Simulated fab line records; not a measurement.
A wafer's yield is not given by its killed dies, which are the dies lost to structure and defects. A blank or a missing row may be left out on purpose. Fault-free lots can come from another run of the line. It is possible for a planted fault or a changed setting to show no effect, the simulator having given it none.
fab line records + flow n5_finfet
record:
- lots: 11
- wafers: 28
- last_day: 17
route steps=1938 shown SPACER0@258 BEOL_M4@1111 MIM_TOP@1835 MIM_BOT_ETCH@1868 PASS1_CAP@1873 PASSIVATION@1936
lots untouched by any fault: they come from a run of this same line in which no faults occurred
start_h: hours from the record's opening day to when the first of the lot's shown wafers began + wait_h: how many hours have passed since the lot's step before this one + " identical to the entry in the row above + L1.1+2: a row that stands for several wafers + - no value, or no start given + * or withheld: withheld + < > ~ a bound
route shown NAME@n: a module of which the file shows steps, and the number in the route of the first + usual: mean and standard deviation over wafers with no fault + same: alike in all rows + chamber/n: place in a boat + sites: each site's reading + _std_site: how widely they spread, as a standard deviation + _edge_site: the outer-site mean with the inner-site mean subtracted + radius_mm: for every site, how far away it sits from the centre of the wafer + mask NAME#n: copy n + behind: the most recent tool/chamber to have shaped the wafer + hold: what put the lot on hold/how long, in hours/how the hold closed + device: the n, p or np transistor that did not switch + end of line: at the end of the route, the tests of the same wafers + for a step that has no rows: nothing shown but its recipe + killed: count of dies lost to structure and defects at first sort (not the wafer's yield) + map: per-die view of a wafer (x killed, . not killed, _ where there is no die)
set.NAME: the setting the step ran with; set.NAME@STEP: the setting that earlier step ran with + model.NAME: the simulator's own value behind a step, which no gauge read
steps of the route over a sample of lots; a table a step, a row a wafer
services: when a tool's chamber went out of use (start_h, in hours from the record's first day, below 0 if earlier), for how many hours, and the reason
== steps ==
step: N5_SPACER0_ALD_07
recipe:
- material: SiNx
- target_thk_a: 20
- temp_c: 400
- ald_precursor_family: SiH2I2
- ald_co_reactant: N2/H2-plasma
- pressure_torr: 2
usual:
- heater_power_w: 808/97
| lot.wafer | tool       | chamber | start_h | wait_h | heater_power_w |
|-----------|------------|---------|---------|--------|----------------|
| L364.2    | ald_sin-03 | 2       | 56.50   | 0.0    | 761            |
| L364.6    | "          | 0       | "       | "      | 773            |
| L365.2    | ald_sin-04 | 2       | 63.23   | 0.0    | 937            |
| L365.4    | "          | 3       | "       | "      | 660            |
| L366.2    | ald_sin-04 | 2       | 68.30   | 0.0    | 921            |
| L366.3    | "          | 3       | "       | "      | 656            |
| L367.1    | ald_sin-04 | 2       | 73.79   | 1.0    | 944            |
| L367.4    | "          | 3       | "       | "      | 671            |
| L367.6    | "          | 1       | "       | "      | 863            |
| L369.1    | ald_sin-02 | 2       | 84.49   | 0.7    | 751            |
| L369.5    | "          | 3       | "       | "      | 712            |
| L369.6    | "          | 2       | "       | "      | 763            |
| L370.1    | ald_sin-04 | 2       | 91.94   | 2.3    | 935            |
| L370.5    | "          | 1       | "       | "      | 887            |
| L373.3    | ald_sin-04 | 2       | 109.09  | 0.0    | 958            |
| L373.6    | "          | 1       | "       | "      | 843            |
| L377.3    | ald_sin-04 | 2       | 132.81  | 0.0    | 943            |
| L377.5    | "          | 2       | "       | "      | 928            |
| L377.6    | "          | 1       | "       | "      | 861            |
| L378.1    | ald_sin-04 | 3       | 138.04  | 0.4    | 647            |
| L378.2    | "          | 1       | "       | "      | 876            |
| L378.5    | "          | 3       | "       | "      | 656            |
| L385.2    | ald_sin-02 | 1       | 181.43  | 0.4    | 847            |
| L385.3    | "          | 3       | "       | "      | 735            |
| L385.6    | "          | 3       | "       | "      | 710            |
| L386.1    | ald_sin-03 | 3       | 184.47  | 0.2    | 890            |
| L386.3    | "          | 0       | "       | "      | 800            |
| L386.6    | "          | 0       | "       | "      | 794            |
step: N5_BEOL_M4_RC_MEAS_101
usual:
- DIBL_N: 37.5/2
- DIBL_P: 37.5/2.5
- IOFF_N: 0.18/0.042
- IOFF_P: 0.24/0.046
- ION_N: 677/15
- ION_P: 464/9.5
- SS_N: 72.0/0.76
- SS_P: 73.6/0.79
- VT_N: 249/3.5
- VT_P: -249/3.2
| lot.wafer | tool      | chamber | start_h | wait_h | DIBL_N[mV/V] | DIBL_P[mV/V] | IOFF_N[nA/um] | IOFF_P[nA/um] | ION_N[uA/um] | ION_P[uA/um] | SS_N[mV/dec] | SS_P[mV/dec] | VT_N[mV] | VT_P[mV] |
|-----------|-----------|---------|---------|--------|--------------|--------------|---------------|---------------|--------------|--------------|--------------|--------------|----------|----------|
| L364.2    | prober-02 | 0       | 170.18  | 0.2    | 37.0         | 38.6         | 0.17          | 0.23          | 691          | 466          | 72.8         | 74.1         | 247      | -251     |
| L364.6    | "         | 0       | "       | "      | 38.1         | 39.7         | 0.18          | 0.26          | 667          | 458          | 72.8         | 74.7         | 251      | -249     |
| L365.2    | prober-01 | 0       | 173.71  | 0.2    | 34.7         | 34.3         | 0.14          | 0.18          | 698          | 476          | 71.2         | 72.8         | 254      | -251     |
| L365.4    | "         | 0       | "       | "      | 38.8         | 37.2         | 0.21          | 0.21          | 670          | 459          | 73.5         | 73.6         | 247      | -253     |
| L366.2    | prober-01 | 0       | 181.31  | 0.2    | 36.9         | 37.5         | 0.16          | 0.20          | 657          | 451          | 72.8         | 73.8         | 251      | -256     |
| L366.3    | "         | 0       | "       | "      | 37.5         | 39.2         | 0.18          | 0.23          | 670          | 455          | 72.1         | 74.4         | 249      | -250     |
| L367.1    | prober-02 | 0       | 182.55  | 0.0    | 36.5         | 34.2         | 0.13          | 0.21          | 670          | 468          | 71.2         | 73.3         | 254      | -247     |
| L367.4    | "         | 0       | "       | "      | 37.0         | 36.7         | 0.15          | 0.26          | 658          | 464          | 71.2         | 73.5         | 250      | -248     |
| L367.6    | "         | 0       | "       | "      | 39.3         | 37.7         | 0.18          | 0.26          | 680          | 470          | 72.3         | 73.6         | 247      | -245     |
| L369.1    | prober-02 | 0       | 202.69  | 0.0    | 37.3         | 36.9         | 0.17          | 0.24          | 678          | 469          | 71.4         | 74.0         | 249      | -249     |
| L369.5    | "         | 0       | "       | "      | 39.1         | 38.0         | 0.20          | 0.26          | 684          | 472          | 72.7         | 74.2         | 248      | -247     |
| L369.6    | "         | 0       | "       | "      | 34.8         | 35.0         | 0.13          | 0.23          | 650          | 454          | 71.0         | 74.0         | 250      | -248     |
| L370.1    | prober-02 | 0       | 204.86  | 0.0    | 36.8         | 37.1         | 0.14          | 0.24          | 645          | 448          | 70.6         | 73.9         | 254      | -251     |
| L370.5    | "         | 0       | "       | "      | 38.7         | 38.1         | 0.19          | 0.25          | 679          | 464          | 71.8         | 73.3         | 247      | -249     |
| L373.3    | prober-01 | 0       | 225.20  | 0.3    | 33.9         | 33.9         | 0.13          | 0.18          | 653          | 454          | 71.4         | 73.0         | 253      | -251     |
| L373.6    | "         | 0       | "       | "      | 38.4         | 39.7         | 0.24          | 0.28          | 680          | 467          | 72.7         | 75.1         | 249      | -246     |
| L377.3    | prober-02 | 0       | 245.03  | 0.3    | 36.6         | 36.4         | 0.17          | 0.23          | 679          | 466          | 72.4         | 72.9         | 253      | -248     |
| L377.5    | "         | 0       | "       | "      | 39.6         | 38.8         | 0.26          | 0.28          | 677          | 460          | 73.7         | 73.7         | 247      | -246     |
| L377.6    | "         | 0       | "       | "      | 34.4         | 33.9         | 0.14          | 0.20          | 685          | 464          | 71.8         | 72.4         | 250      | -251     |
| L378.1    | prober-01 | 0       | 248.21  | 0.0    | 41.2         | 41.2         | 0.24          | 0.31          | 666          | 450          | 72.3         | 74.2         | 249      | -248     |
| L378.2    | "         | 0       | "       | "      | 37.0         | 36.4         | 0.16          | 0.24          | 676          | 465          | 71.5         | 73.9         | 248      | -248     |
| L378.5    | "         | 0       | "       | "      | 40.0         | 39.8         | 0.22          | 0.28          | 691          | 476          | 72.2         | 73.6         | 247      | -248     |
| L385.2    | prober-01 | 0       | 305.41  | 0.2    | 39.4         | 39.4         | 0.22          | 0.25          | 683          | 457          | 72.8         | 74.8         | 244      | -249     |
| L385.3    | "         | 0       | "       | "      | 34.4         | 34.4         | 0.12          | 0.18          | 672          | 465          | 71.4         | 73.1         | 251      | -254     |
| L385.6    | "         | 0       | "       | "      | 39.7         | 40.4         | 0.23          | 0.28          | 697          | 474          | 72.3         | 74.5         | 241      | -249     |
| L386.1    | prober-02 | 0       | 307.06  | 0.0    | 37.1         | 36.8         | 0.19          | 0.20          | 668          | 454          | 72.8         | 73.0         | 248      | -253     |
| L386.3    | "         | 0       | "       | "      | 35.2         | 35.5         | 0.13          | 0.18          | 659          | 452          | 71.5         | 73.1         | 251      | -253     |
| L386.6    | "         | 0       | "       | "      | 38.5         | 38.6         | 0.20          | 0.23          | 673          | 457          | 72.3         | 74.2         | 248      | -249     |
step: N5_MIM_TOP_ALD_01
recipe:
- material: HfO2
- target_thk_a: 56
- temp_c: withheld
- ald_precursor_family: Hf-amide
- ald_co_reactant: O3
- pulse_time_s: 1
- purge_time_s: 3
- co_reactant_purge_time_s: 2
- co_reactant_pulse_time_s: 3
- ald_cycles: 62
usual:
- precursor_pulse_height_rel: 0.999/0.017
same:
- co_reactant_pulse_time_s: 3
| lot.wafer | tool      | chamber | start_h | wait_h | precursor_pulse_height_rel |
|-----------|-----------|---------|---------|--------|----------------------------|
| L364.2    | ald_hk-01 | 2       | -       | -      | 1.012                      |
| L364.6    | "         | 3       | "       | "      | 1.011                      |
| L365.2    | ald_hk-02 | 3       | -       | -      | 0.993                      |
| L365.4    | "         | 1       | "       | "      | 0.983                      |
| L366.2    | ald_hk-01 | 0       | -       | -      | 0.977                      |
| L366.3    | "         | 3       | "       | "      | 0.957                      |
| L367.1    | ald_hk-02 | 2       | -       | -      | 1.006                      |
| L367.4    | "         | 1       | "       | "      | 1.021                      |
| L367.6    | "         | 1       | "       | "      | 0.988                      |
| L369.1    | ald_hk-02 | 2       | -       | -      | 1.011                      |
| L369.5    | "         | 1       | "       | "      | 1.026                      |
| L369.6    | "         | 0       | "       | "      | 0.997                      |
| L370.1    | ald_hk-01 | 1       | -       | -      | 1.007                      |
| L370.5    | "         | 2       | "       | "      | 0.998                      |
| L373.3    | ald_hk-03 | 2       | -       | -      | 1.013                      |
| L373.6    | "         | 1       | "       | "      | 0.991                      |
| L378.1    | ald_hk-02 | 3       | -       | -      | 0.956                      |
| L378.2    | "         | 0       | "       | "      | 1.012                      |
| L378.5    | "         | 0       | "       | "      | 1.019                      |
| L377.3    | ald_hk-01 | 2       | -       | -      | 1.017                      |
| L377.5    | "         | 2       | "       | "      | 0.974                      |
| L377.6    | "         | 1       | "       | "      | 1.028                      |
| L385.2    | ald_hk-03 | 0       | -       | -      | 1.003                      |
| L385.3    | "         | 2       | "       | "      | 0.989                      |
| L385.6    | "         | 2       | "       | "      | 1.005                      |
| L386.1    | ald_hk-01 | 1       | -       | -      | 1.004                      |
| L386.3    | "         | 2       | "       | "      | 1.019                      |
| L386.6    | "         | 2       | "       | "      | 1.001                      |
step: N5_MIM_BOT_ETCH_ETCH_00
recipe:
- chemistry: Cl2/BCl3
- target: TiN
- target_depth_a: 455
- ion_energy_ev: 150
- pressure_mtorr: 10
- icp_w: 1000
- bias_w: 126
- Cl2_flow_sccm: 53.25
- bcl3_flow_sccm: 21.75
- Ar_flow_sccm: 25
usual:
- drypump_motor_current_A: 5.7/0.63
- oes_ar_750_au: 0.78/0.083
- oes_product_au: 0.78/0.08
- throttle_valve_pct: 21.78/0.27
| lot.wafer | tool         | chamber | start_h | wait_h | drypump_motor_current_A | oes_ar_750_au | oes_product_au | rf_hours_counter_h | throttle_valve_pct |
|-----------|--------------|---------|---------|--------|-------------------------|---------------|----------------|--------------------|--------------------|
| L364.2    | rie_metal-02 | 0       | 268.88  | 0.2    | 6.6                     | 0.95          | 0.93           | -                  | 21.50              |
| L364.6    | "            | 0       | "       | "      | 6.6                     | 0.94          | 0.95           | -                  | 21.49              |
| L365.2    | rie_metal-03 | 0       | 268.98  | 0.1    | 5.8                     | 0.64          | 0.66           | 101                | 21.87              |
| L365.4    | "            | 0       | "       | "      | 5.8                     | 0.64          | 0.65           | -                  | 21.89              |
| L366.2    | rie_metal-03 | 0       | 276.03  | 0.1    | 5.8                     | 0.63          | 0.65           | 102                | 21.86              |
| L366.3    | "            | 0       | "       | "      | 5.8                     | 0.64          | 0.66           | -                  | 21.89              |
| L367.1    | rie_metal-03 | 0       | 282.00  | 0.1    | 5.8                     | 0.63          | 0.65           | 103                | 21.90              |
| L367.4    | "            | 1       | "       | "      | 4.9                     | 0.80          | 0.83           | -                  | 22.09              |
| L367.6    | "            | 0       | "       | "      | 5.8                     | 0.63          | 0.65           | -                  | 21.87              |
| L369.1    | rie_metal-02 | 1       | 292.60  | 0.1    | 5.5                     | 0.84          | 0.86           | 18                 | 21.47              |
| L369.5    | "            | 1       | "       | "      | 5.5                     | 0.84          | 0.84           | -                  | 21.48              |
| L369.6    | "            | 0       | "       | "      | 6.6                     | 0.90          | 0.90           | -                  | 21.49              |
| L370.1    | rie_metal-03 | 1       | 303.40  | 0.1    | 4.9                     | 0.80          | 0.82           | 17                 | 22.13              |
| L370.5    | "            | 1       | "       | "      | 4.9                     | 0.79          | 0.82           | -                  | 22.11              |
| L373.3    | rie_metal-01 | 1       | 316.77  | 0.2    | 6.2                     | 0.73          | 0.71           | -                  | 21.58              |
| L373.6    | "            | 1       | "       | "      | 6.2                     | 0.73          | 0.71           | -                  | 21.58              |
| L378.1    | rie_metal-02 | 1       | 344.00  | 0.1    | 5.5                     | 0.83          | 0.82           | 23                 | 21.50              |
| L378.2    | "            | 0       | "       | "      | 6.6                     | 0.88          | 0.88           | 12                 | 21.52              |
| L378.5    | "            | 0       | "       | "      | 6.6                     | 0.88          | 0.87           | -                  | 21.53              |
| L377.3    | rie_metal-01 | 0       | 347.66  | 0.1    | 5.2                     | 0.76          | 0.78           | -                  | 22.13              |
| L377.5    | "            | 1       | "       | "      | 6.2                     | 0.72          | 0.70           | -                  | 21.56              |
| L377.6    | "            | 0       | "       | "      | 5.2                     | 0.76          | 0.78           | -                  | 22.13              |
| L385.2    | rie_metal-02 | 0       | 400.81  | 0.1    | 6.6                     | 0.85          | 0.84           | 17                 | 21.56              |
| L385.3    | "            | 1       | "       | "      | 5.5                     | 0.81          | 0.79           | -                  | 21.53              |
| L385.6    | "            | 1       | "       | "      | 5.5                     | 0.80          | 0.79           | -                  | 21.53              |
| L386.1    | rie_metal-01 | 0       | 401.14  | 0.1    | 5.1                     | 0.75          | 0.76           | 58                 | 22.12              |
| L386.3    | "            | 0       | "       | "      | 5.2                     | 0.74          | 0.77           | -                  | 22.13              |
| L386.6    | "            | 1       | "       | "      | 6.2                     | 0.71          | 0.69           | -                  | 21.59              |
step: N5_PASSIVATION_PECVD_55
recipe:
- material: SiO2
- target_thk_a: 4000
- temp_c: 400
- precursor: SiH4/N2O
- pressure_torr: 2.7
- rf_w: 608
- time_s: 22.5
usual:
- heater_power_w: 652/73
- showerhead_plenum_p_Torr: 8.15/0.089
- showerhead_vpp_V: 1540/57
- throttle_valve_pct: 51.0/2.3
| lot.wafer | tool     | chamber | start_h | wait_h | heater_power_w | showerhead_plenum_p_Torr | showerhead_vpp_V | throttle_valve_pct |
|-----------|----------|---------|---------|--------|----------------|--------------------------|------------------|--------------------|
| L364.2    | pecvd-02 | 2       | 269.61  | 0.0    | 639            | 8.21                     | 1561             | 50.4               |
| L364.6    | "        | 2       | "       | "      | 645            | 8.17                     | 1577             | 50.3               |
| L365.2    | pecvd-03 | 0       | 269.66  | 0.0    | 586            | 8.08                     | 1555             | 50.9               |
| L365.4    | "        | 1       | "       | "      | 593            | 8.09                     | 1484             | 50.0               |
| L366.2    | pecvd-02 | 1       | 276.76  | 0.0    | 678            | 8.28                     | 1530             | 51.9               |
| L366.3    | "        | 0       | "       | "      | 562            | 8.16                     | 1658             | 56.0               |
| L367.1    | pecvd-03 | 0       | 282.65  | 0.0    | 698            | 8.09                     | 1566             | 51.1               |
| L367.4    | "        | 0       | "       | "      | 721            | 8.10                     | 1565             | 51.2               |
| L367.6    | "        | 2       | "       | "      | 727            | 8.11                     | 1572             | 50.8               |
| L369.1    | pecvd-03 | 2       | 293.24  | 0.0    | 715            | 8.09                     | 1612             | 50.7               |
| L369.5    | "        | 2       | "       | "      | 774            | 8.08                     | 1578             | 50.5               |
| L369.6    | "        | 0       | "       | "      | 754            | 8.07                     | 1555             | 51.2               |
| L370.1    | pecvd-03 | 1       | 304.08  | 0.0    | 544            | 8.11                     | 1502             | 50.0               |
| L370.5    | "        | 2       | "       | "      | 839            | 8.09                     | 1582             | 51.0               |
| L373.3    | pecvd-03 | 0       | 317.49  | 0.0    | 689            | 8.07                     | 1559             | 51.3               |
| L373.6    | "        | 1       | "       | "      | 556            | 8.09                     | 1491             | 49.6               |
| L378.1    | pecvd-03 | 2       | 344.65  | 0.0    | 812            | 8.12                     | 1601             | 51.5               |
| L378.2    | "        | 0       | "       | "      | 625            | 8.10                     | 1580             | 51.1               |
| L378.5    | "        | 2       | "       | "      | 810            | 8.06                     | 1563             | 51.2               |
| L377.3    | pecvd-01 | 2       | 348.34  | 0.0    | 698            | 8.21                     | 1429             | 47.2               |
| L377.5    | "        | 2       | "       | "      | 705            | 8.20                     | 1439             | 47.1               |
| L377.6    | "        | 1       | "       | "      | 649            | 7.99                     | 1495             | 51.6               |
| L385.2    | pecvd-01 | 0       | 401.45  | 0.0    | 588            | 8.31                     | 1557             | 49.2               |
| L385.3    | "        | 2       | "       | "      | 570            | 8.18                     | 1455             | 47.9               |
| L385.6    | "        | 0       | "       | "      | 610            | 8.31                     | 1560             | 49.3               |
| L386.1    | pecvd-02 | 2       | 401.78  | 0.0    | 642            | 8.19                     | 1572             | 51.0               |
| L386.3    | "        | 0       | "       | "      | 575            | 8.16                     | 1656             | 56.0               |
| L386.6    | "        | 1       | "       | "      | 588            | 8.28                     | 1503             | 51.8               |
step: N5_PASSIVATION_PROBE_49
usual:
- defect_limited_yield: 91.8/1.5
- killed_at_M0_to_M3: 33/11
- killed_at_M4_up: 13/5
- killed_at_contacts: 11/5.6
- killed_at_front_end: 36/12
- killed_at_other: 3.4/2.5
- killed_dies: 97/18
- killed_on_rim: 12/4.2
- killed_open: 64/13
- killed_short: 31/6.9
- sort_bin_5_function: 4.8/1
- sort_bin_6_memory: 3.1/0.64
- sort_bin_8_speed: 0.00/0.014
- sort_n_pass: 1083/18
- sort_yield_pct: 91.8/1.5
same:
- gross_dies: 1180
- killed_at_back_side: 0
- sort_bin_4_leakage[%]: 0
| lot.wafer | tool      | chamber | start_h | wait_h | defect_limited_yield[%] | killed_at_M0_to_M3 | killed_at_M4_up | killed_at_contacts | killed_at_front_end | killed_at_other | killed_dies | killed_on_rim | killed_open | killed_short | sort_bin_5_function[%] | sort_bin_6_memory[%] | sort_bin_8_speed[%] | sort_n_pass | sort_yield_pct[%] |
|-----------|-----------|---------|---------|--------|-------------------------|--------------------|-----------------|--------------------|---------------------|-----------------|-------------|---------------|-------------|--------------|------------------------|----------------------|---------------------|-------------|-------------------|
| L373.3    | prober-01 | -       | 325.55  | 0.1    | 92.8                    | 24                 | 23              | 11                 | 27                  | 0               | 85          | 12            | 51          | 32           | 4.3                    | 2.8                  | 0                   | 1095        | 92.8              |
| L373.6    | prober-01 | -       | 325.70  | 0.3    | 92.5                    | 19                 | 22              | 9                  | 37                  | 2               | 89          | 16            | 64          | 24           | 4.0                    | 3.4                  | 0                   | 1091        | 92.5              |
| L378.1    | prober-02 | -       | 352.65  | 0.0    | 79.7                    | 46                 | 14              | 12                 | 162                 | 5               | 239         | 107           | 81          | 42           | 6.6                    | 4.1                  | 0                   | 941         | 79.7              |
| L378.2    | prober-02 | -       | 352.70  | 0.1    | 75.0                    | 51                 | 12              | 19                 | 212                 | 1               | 295         | 121           | 114         | 57           | 9.1                    | 4.8                  | 0                   | 885         | 75.0              |
| L378.5    | prober-02 | -       | 352.85  | 0.2    | 79.7                    | 43                 | 16              | 1                  | 178                 | 1               | 239         | 104           | 63          | 47           | 5.4                    | 3.6                  | 0                   | 941         | 79.7              |
| L377.3    | prober-02 | -       | 355.45  | 0.1    | 81.7                    | 28                 | 8               | 4                  | 175                 | 1               | 216         | 105           | 52          | 23           | 3.7                    | 2.5                  | 0                   | 964         | 81.7              |
| L377.5    | prober-02 | -       | 355.55  | 0.2    | 82.1                    | 31                 | 16              | 5                  | 158                 | 1               | 211         | 106           | 54          | 30           | 4.1                    | 2.8                  | 0                   | 969         | 82.1              |
| L377.6    | prober-02 | -       | 355.60  | 0.3    | 82.9                    | 28                 | 14              | 3                  | 151                 | 6               | 202         | 94            | 49          | 29           | 3.6                    | 2.7                  | 0                   | 978         | 82.9              |
killed by level:class
L373.3 MOL_CONTACT_COAG:geometric_particle:open=8 BEOL_M4:geometric_particle:open=8 BEOL_M0_SAQP:geometric_particle:short=7 FIN_SAQP:geometric_particle:open=6 BEOL_M0_SAQP:geometric_particle:open=5 BEOL_M2:geometric_particle:open=5 BEOL_M4:geometric_particle:short=5 STARTING-WAFER:geometric_particle:open=5
L373.6 DUMMY_GATE:geometric_particle:open=8 MOL_CONTACT_COAG:geometric_particle:open=8 BEOL_M4:geometric_particle:open=8 FIN_SAQP:geometric_particle:open=7 BEOL_M1:geometric_particle:open=5 BEOL_M3:geometric_particle:open=5 STI_FIN_REVEAL:geometric_particle:open=4 STI_FIN_REVEAL:geometric_particle:short=4
L378.1 SPACER0:area_ald=113 FIN_SAQP:geometric_particle:open=16 BEOL_M0_SAQP:geometric_particle:open=16 BEOL_M0_SAQP:geometric_particle:short=14 MOL_CONTACT_COAG:geometric_particle:open=10 FIN_SAQP:geometric_particle:short=5 STI_FIN_REVEAL:geometric_particle:open=5 DUMMY_GATE:geometric_particle:open=5
L378.2 SPACER0:area_ald=123 FIN_SAQP:geometric_particle:open=30 FIN_SAQP:geometric_particle:short=16 STI_FIN_REVEAL:geometric_particle:open=14 MOL_CONTACT_COAG:geometric_particle:open=13 BEOL_M0_SAQP:geometric_particle:short=13 GATE_CUT:geometric_particle:open=12 BEOL_M0_SAQP:geometric_particle:open=9
L378.5 SPACER0:area_ald=127 FIN_SAQP:geometric_particle:open=10 FIN_SAQP:geometric_particle:short=10 BEOL_M0_SAQP:geometric_particle:short=10 BEOL_M1:geometric_particle:open=9 BEOL_M3:geometric_particle:open=7 GATE_CUT:geometric_particle:short=5 GATE_CUT:geometric_particle:open=5
L377.3 SPACER0:area_ald=137 STI_FIN_REVEAL:geometric_particle:open=9 BEOL_M3:geometric_particle:open=9 BEOL_M0_SAQP:geometric_particle:open=7 FIN_SAQP:geometric_particle:open=6 BEOL_M1:geometric_particle:open=5 HKMG_FIN:area_etch=4 FIN_SAQP:geometric_particle:short=3
L377.5 SPACER0:area_ald=121 STI_FIN_REVEAL:geometric_particle:open=11 BEOL_M0_SAQP:geometric_particle:short=7 BEOL_M0_SAQP:geometric_particle:open=7 MOL_CONTACT_COAG:geometric_particle:open=5 BEOL_M0:geometric_particle:short=5 BEOL_M3:geometric_particle:open=5 HKMG_FIN:area_etch=5
L377.6 SPACER0:area_ald=123 BEOL_M3:geometric_particle:open=7 FIN_SAQP:geometric_particle:open=6 BEOL_M0_SAQP:geometric_particle:short=6 FIN_SAQP:geometric_particle:short=5 BEOL_M0:geometric_particle:open=5 BEOL_M4:geometric_particle:open=5 BEOL_M1:geometric_particle:open=4
== services ==
| tool         | chamber | start_h | hours | kind   |
|--------------|---------|---------|-------|--------|
| ald_sin-04   | -       | 42.14   | 1.2   | repair |
| rie_metal-01 | 0       | 53.47   | 7.1   | repair |
| ald_hk-01    | -       | 62.44   | 0.9   | repair |
| ald_sin-04   | -       | 72.06   | 1.7   | repair |
| rie_metal-03 | -       | 89.74   | 0.3   | repair |
| rie_metal-02 | 1       | 106.00  | 6.8   | repair |
| ald_hk-01    | -       | 111.43  | 1.9   | repair |
| rie_metal-03 | -       | 121.32  | 1.4   | pm     |
| pecvd-03     | -       | 122.85  | 0.5   | repair |
| pecvd-02     | 1       | 152.91  | 1.9   | repair |
| ald_hk-02    | -       | 164.69  | 3.7   | repair |
| pecvd-03     | -       | 221.28  | 2.8   | pm     |
| ald_hk-01    | -       | 224.86  | 2.8   | pm     |
| rie_metal-02 | 1       | 253.26  | 20.9  | repair |
| rie_metal-01 | 0       | 255.82  | 10.7  | repair |
| ald_sin-04   | -       | 297.16  | 14.6  | pm     |
| rie_metal-01 | 0       | 313.18  | 11.0  | repair |
| pecvd-03     | 1       | 333.33  | 3.7   | repair |
| rie_metal-02 | -       | 360.34  | 2.8   | pm     |
| rie_metal-02 | -       | 372.38  | 2.2   | repair |
| ald_sin-04   | -       | 374.02  | 14.0  | pm     |
| rie_metal-01 | -       | 376.53  | 7.2   | repair |
| ald_sin-04   | -       | 388.02  | 2.8   | pm     |
| pecvd-03     | 2       | 392.48  | 6.7   | repair |
== key ==
first_sign:
- step: N5_PASSIVATION_PROBE_49
- reading: killed_at_front_end
- direction: up
- sigmas: 11
- usual: 36
- struck: 173
effect:
- step: N5_PASSIVATION_PROBE_49
- reading: defect_limited_yield
- direction: down
- sigmas: 7.7
- usual: 91.8
- struck: 80.2
more_kills_born_at:
- N5_SPACER0_ALD_07@ald_sin-04: 744
met_at N5_SPACER0_ALD_07
struck_lots L377,L378
not_acting_at N5_MIM_TOP_ALD_01,N5_MIM_BOT_ETCH_ETCH_00,N5_PASSIVATION_PECVD_55
onset_between 109.09 132.81
fault:
- kind: site_profile_drift
- tool: ald_sin-04
- chamber: -
- onset_h: 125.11
- steps: N5_SPACER0_ALD_07
- basis: fraction
- max_abs_drift: 0.39758
- slope_share_per_hr: 88.351
- site_pattern: 0,0,0,0,0,-1,-1,-1,-1
